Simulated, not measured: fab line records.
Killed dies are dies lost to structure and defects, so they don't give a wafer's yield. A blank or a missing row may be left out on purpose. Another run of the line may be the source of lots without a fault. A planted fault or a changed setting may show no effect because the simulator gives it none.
2 desks, one fault | flow nand-harc | numbers are kept per desk, each desk with only its own; the story behind them comes last

== THE DEFECT DESK ==
Per lot, the means of the sampled wafers with a number show what the inspections along the route counted. If a lot's mean is further than 4 standard deviations from the usual mean, the lot is out of limits and carries the mark OUT (the distance appears in the brackets).
Columns: A = raw-defect-count at NHARC_A_CHANNEL_FILL_D1_INSPECT_13, usual 276; B = raw-defect-count at NHARC_A_CHANNEL_HOLE_D2_INSPECT_12, usual 25
lot  | first seen here | A   | B
L214 | day 10 15:49    | 521 | 50
L217 | day 12 02:02    | 186 | 5
L218 | day 12 06:50    | 293 | 5
L219 | day 12 18:27    | 274 | 6
L220 | day 13 05:47    | 389 | 10
L221 | day 13 19:38    | 134 | 8
L223 | day 14 11:52    | 321 | 7
L224 | day 15 02:26    | 201 | 11
L230 | day 17 10:24    | 150 | -
L232 | day 18 05:46    | 362 | -
L234 | day 18 21:46    | 236 | 59
L235 | day 19 10:38    | 318 | 26
L236 | day 19 22:25    | 358 | 10
L237 | day 20 18:17    | 128 | 27
Finding of this desk: none of the 14 lots has anything out of limits.

== FROM THE METROLOGY DESK ==
What the gauges read, lot by lot, whatever tool the lot ran on: means of the sampled wafers that have a number. If a lot's mean is further than 4 standard deviations from the usual mean, the lot is out of limits and carries the mark OUT (the distance appears in the brackets).
Columns: A = thk-nm at NHARC_A_ONON_D2_THK_MEAS_27, usual 998 nm; B = cd-nm at NHARC_A_CHANNEL_HOLE_D2_CD_MEAS_10, usual 100.1 nm
lot  | first seen here | A              | B
L214 | day 12 12:52    | 1012           | 100.1
L217 | day 13 22:38    | 1000           | 99.9
L218 | day 14 06:56    | 1008           | 101.0
L219 | day 14 21:58    | 995            | 100.0
L220 | day 15 08:44    | 1013           | 100.8
L221 | day 15 19:20    | 1007           | 100.9
L223 | day 16 11:28    | 974            | 100.0
L224 | day 17 11:25    | 994            | 99.5
L230 | day 19 15:00    | 1492 (+51) OUT | -
L232 | day 20 04:59    | 1499 (+52) OUT | -
L234 | day 20 20:48    | 995            | 99.7
L235 | day 21 12:49    | 986            | 100.4
L236 | day 21 18:31    | 989            | 100.2
L237 | day 22 18:55    | 987            | 99.9
Finding of this desk: L230, L232 out of limits; the first was L230 at day 19 15:00, on thk-nm at NHARC_A_ONON_D2_THK_MEAS_27. L214, L217, L218, L219, L220, L221, L223, L224, L234, L235, L236, L237 stayed within limits.

== TAKEN TOGETHER ==
L230, L232 would have let the metrology desk raise an alarm at day 19 15:00.
The defect desk saw nothing out of limits.
The defect desk has L230, L232 on record, within its limits.
The lots listed all ran NHARC_A_ONON_D2_DEP_25 on pecvd-onon-03.

== WHAT THE SIMULATOR HAD PUT IN ==
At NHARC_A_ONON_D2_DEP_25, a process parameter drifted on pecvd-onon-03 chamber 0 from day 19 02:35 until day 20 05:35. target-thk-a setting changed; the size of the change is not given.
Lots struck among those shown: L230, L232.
Time in hours between the start of the fault and the first out-of-limits reading at each desk: metrology desk, 12.
